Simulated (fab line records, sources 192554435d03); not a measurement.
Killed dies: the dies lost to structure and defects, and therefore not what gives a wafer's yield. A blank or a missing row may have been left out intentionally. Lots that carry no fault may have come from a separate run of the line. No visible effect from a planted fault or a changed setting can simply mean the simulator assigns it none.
Split-lot experiment || flow n5Finfet || 21 wafers read from 7 lots, route of 1938 steps

## ON THE SPLIT
At N5_GATE_CUT_COAT_07 (resist thk 30 nm), the setting spinRpm was moved away from the recipe's 1500 rpm on 8 of the 21 wafers read, by -9.5% to +10.7%. All remaining wafers had this setting at the recipe value.

## FROM THE SPLIT TO THE READING: what the file shows between them, 3 steps
- N5_GATE_CUT_EBR_09
- N5_GATE_CUT_SOFTBAKE_08: time 60 s
- N5_GATE_CUT_DESCUM_18: chemistry O2, time 7 s

## THE READING
CAR-EUV_of_GATE_CUT_COAT_07.thkNm (the simulator's own value, which no gauge read), in nm, at N5_GATE_CUT_ETCH_28 (etches underlayer in N2/H2, target depth 13 nm, time 10.4 s). The file gives no usual value for it. Across the 13 wafers here that went through the recipe, the average is 14.7 nm and the standard deviation 0.14 nm.

{"wafer": "L074.1", "tool, chamber at the split": "lithoTrack-05, 0", "spinRpm as run, rpm": 1500, "against the recipe": "recipe", "CAR-EUV_of_GATE_CUT_COAT_07.thkNm, nm": 14.6, "against lot-mates on the recipe": "-"}
{"wafer": "L074.2", "tool, chamber at the split": "lithoTrack-05, 0", "spinRpm as run, rpm": 1500, "against the recipe": "recipe", "CAR-EUV_of_GATE_CUT_COAT_07.thkNm, nm": 14.6, "against lot-mates on the recipe": "-"}
{"wafer": "L074.4", "tool, chamber at the split": "lithoTrack-05, 0", "spinRpm as run, rpm": 1500, "against the recipe": "recipe", "CAR-EUV_of_GATE_CUT_COAT_07.thkNm, nm": 14.6, "against lot-mates on the recipe": "-"}
{"wafer": "L075.4", "tool, chamber at the split": "lithoTrack-02, 0", "spinRpm as run, rpm": 1500, "against the recipe": "recipe", "CAR-EUV_of_GATE_CUT_COAT_07.thkNm, nm": 14.8, "against lot-mates on the recipe": "-"}
{"wafer": "L075.5", "tool, chamber at the split": "lithoTrack-02, 0", "spinRpm as run, rpm": 1500, "against the recipe": "recipe", "CAR-EUV_of_GATE_CUT_COAT_07.thkNm, nm": 14.8, "against lot-mates on the recipe": "-"}
{"wafer": "L075.6", "tool, chamber at the split": "lithoTrack-02, 0", "spinRpm as run, rpm": 1500, "against the recipe": "recipe", "CAR-EUV_of_GATE_CUT_COAT_07.thkNm, nm": 15, "against lot-mates on the recipe": "-"}
{"wafer": "L078.1", "tool, chamber at the split": "lithoTrack-03, 0", "spinRpm as run, rpm": 1500, "against the recipe": "recipe", "CAR-EUV_of_GATE_CUT_COAT_07.thkNm, nm": 14.8, "against lot-mates on the recipe": "-"}
{"wafer": "L078.3", "tool, chamber at the split": "lithoTrack-03, 0", "spinRpm as run, rpm": 1500, "against the recipe": "recipe", "CAR-EUV_of_GATE_CUT_COAT_07.thkNm, nm": 14.6, "against lot-mates on the recipe": "-"}
{"wafer": "L078.6", "tool, chamber at the split": "lithoTrack-03, 0", "spinRpm as run, rpm": 1660, "against the recipe": "+10.7%", "CAR-EUV_of_GATE_CUT_COAT_07.thkNm, nm": 13.2, "against lot-mates on the recipe": -1.5}
{"wafer": "L081.3", "tool, chamber at the split": "lithoTrack-05, 0", "spinRpm as run, rpm": 1358, "against the recipe": "-9.5%", "CAR-EUV_of_GATE_CUT_COAT_07.thkNm, nm": 16, "against lot-mates on the recipe": "+1.4"}
{"wafer": "L081.4", "tool, chamber at the split": "lithoTrack-05, 0", "spinRpm as run, rpm": 1500, "against the recipe": "recipe", "CAR-EUV_of_GATE_CUT_COAT_07.thkNm, nm": 14.6, "against lot-mates on the recipe": "-"}
{"wafer": "L081.5", "tool, chamber at the split": "lithoTrack-05, 0", "spinRpm as run, rpm": 1500, "against the recipe": "recipe", "CAR-EUV_of_GATE_CUT_COAT_07.thkNm, nm": 14.6, "against lot-mates on the recipe": "-"}
{"wafer": "L089.2", "tool, chamber at the split": "lithoTrack-03, 0", "spinRpm as run, rpm": 1500, "against the recipe": "recipe", "CAR-EUV_of_GATE_CUT_COAT_07.thkNm, nm": 14.8, "against lot-mates on the recipe": "-"}
{"wafer": "L089.6", "tool, chamber at the split": "lithoTrack-03, 0", "spinRpm as run, rpm": 1500, "against the recipe": "recipe", "CAR-EUV_of_GATE_CUT_COAT_07.thkNm, nm": 14.8, "against lot-mates on the recipe": "-"}
{"wafer": "L089.5", "tool, chamber at the split": "lithoTrack-03, 0", "spinRpm as run, rpm": 1500, "against the recipe": "recipe", "CAR-EUV_of_GATE_CUT_COAT_07.thkNm, nm": 15, "against lot-mates on the recipe": "-"}
{"wafer": "L090.1", "tool, chamber at the split": "lithoTrack-05, 0", "spinRpm as run, rpm": 1563, "against the recipe": "+4.2%", "CAR-EUV_of_GATE_CUT_COAT_07.thkNm, nm": 14, "against lot-mates on the recipe": "no lot-mate on the recipe"}
{"wafer": "L090.2", "tool, chamber at the split": "lithoTrack-05, 0", "spinRpm as run, rpm": 1563, "against the recipe": "+4.2%", "CAR-EUV_of_GATE_CUT_COAT_07.thkNm, nm": 14.2, "against lot-mates on the recipe": "no lot-mate on the recipe"}
{"wafer": "L090.4", "tool, chamber at the split": "lithoTrack-05, 0", "spinRpm as run, rpm": 1563, "against the recipe": "+4.2%", "CAR-EUV_of_GATE_CUT_COAT_07.thkNm, nm": 14.2, "against lot-mates on the recipe": "no lot-mate on the recipe"}
{"wafer": "L091.1", "tool, chamber at the split": "lithoTrack-03, 0", "spinRpm as run, rpm": 1452, "against the recipe": "-3.2%", "CAR-EUV_of_GATE_CUT_COAT_07.thkNm, nm": 15, "against lot-mates on the recipe": "no lot-mate on the recipe"}
{"wafer": "L091.3", "tool, chamber at the split": "lithoTrack-03, 0", "spinRpm as run, rpm": 1452, "against the recipe": "-3.2%", "CAR-EUV_of_GATE_CUT_COAT_07.thkNm, nm": 15, "against lot-mates on the recipe": "no lot-mate on the recipe"}
{"wafer": "L091.5", "tool, chamber at the split": "lithoTrack-03, 0", "spinRpm as run, rpm": 1452, "against the recipe": "-3.2%", "CAR-EUV_of_GATE_CUT_COAT_07.thkNm, nm": 15, "against lot-mates on the recipe": "no lot-mate on the recipe"}

FIT RESULTS
A straight line over all 21 wafers: CAR-EUV_of_GATE_CUT_COAT_07.thkNm changes by -0.134 nm for each +1% of spinRpm; r = -0.97; the points scatter about the line by 0.14 nm.
The same after taking each lot's own level away (the mean of its wafers on the recipe; 15 wafers): -0.144 nm for each +1%; r = -0.99; scatter 0.076 nm.
The reading moves by 1.5 nm for the largest change in spinRpm, on that fit.
The lots' own levels span 14.60 to 14.87 nm, that is 1.8 times the standard deviation above.
Consequently the slope shifts little with the lot-to-lot level, the two slopes agreeing.
Check: with one of the wafers moved furthest among these (+10.7%) left out of the fit, the line predicts -1.58 nm for it against its lot-mates. It came out at -1.5 nm against them.

## THESE WAFERS: OTHER SPLITS
These wafers also went through other splits before the reading. Each is held against what the fit with the lots' levels taken away leaves over:
{"other split on the same wafers": "N5_WELL_APT_EXPOSE_05 doseMj", "wafers away from the commonest value": 9, "r with CAR-EUV_of_GATE_CUT_COAT_07.thkNm (lot level and that fit taken away)": -0.12}
{"other split on the same wafers": "N5_WELL_APT_PEB_06 pebTempC", "wafers away from the commonest value": 7, "r with CAR-EUV_of_GATE_CUT_COAT_07.thkNm (lot level and that fit taken away)": -0.13}
{"other split on the same wafers": "N5_PMOS_HMC_CHANNEL_EPI_DEVELOP_08 developTimeS", "wafers away from the commonest value": 2, "r with CAR-EUV_of_GATE_CUT_COAT_07.thkNm (lot level and that fit taken away)": -0.24}
{"other split on the same wafers": "N5_FIN_SAQP_SPACER1_ALD_24 aldCycles", "wafers away from the commonest value": 6, "r with CAR-EUV_of_GATE_CUT_COAT_07.thkNm (lot level and that fit taken away)": -0.32}
{"other split on the same wafers": "N5_SD_EPI_N_ETCH_35 timeS", "wafers away from the commonest value": 9, "r with CAR-EUV_of_GATE_CUT_COAT_07.thkNm (lot level and that fit taken away)": "+0.12"}
{"other split on the same wafers": "N5_SD_EPI_P_ETCH_16 targetDepthA", "wafers away from the commonest value": 7, "r with CAR-EUV_of_GATE_CUT_COAT_07.thkNm (lot level and that fit taken away)": "+0.07"}
{"other split on the same wafers": "N5_SD_EPI_P_EPI_21 timeS", "wafers away from the commonest value": 11, "r with CAR-EUV_of_GATE_CUT_COAT_07.thkNm (lot level and that fit taken away)": "+0.04"}
{"other split on the same wafers": "N5_SDB_ALD_29 aldCycles", "wafers away from the commonest value": 6, "r with CAR-EUV_of_GATE_CUT_COAT_07.thkNm (lot level and that fit taken away)": "+0.00"}
{"other split on the same wafers": "N5_HKMG_FIN_COAT_85 spinRpm", "wafers away from the commonest value": 4, "r with CAR-EUV_of_GATE_CUT_COAT_07.thkNm (lot level and that fit taken away)": -0.19}

## THE WHOLE CHAIN: every reading that the file lists as answering this split, in the file's order
{"step": "N5_GATE_CUT_COAT_07", "what it does": "resist thk 30 nm", "reading": "CAR-EUV_of_GATE_CUT_COAT_07.thkNm (the simulator's own value, which no gauge read)", "change (the file's fit)": "-0.149 nm for each +1% of the setting", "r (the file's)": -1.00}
{"step": "N5_GATE_CUT_ETCH_28", "what it does": "etches underlayer in N2/H2, target depth 13 nm, time 10.4 s", "reading": "CAR-EUV_of_GATE_CUT_COAT_07.thkNm (the simulator's own value, which no gauge read)", "change (the file's fit)": "-0.144 nm for each +1% of the setting", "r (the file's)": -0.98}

## THE FILE'S OWN FIT
CAR-EUV_of_GATE_CUT_COAT_07.thkNm changes by -0.144 nm for each +1% of spinRpm, r = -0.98.
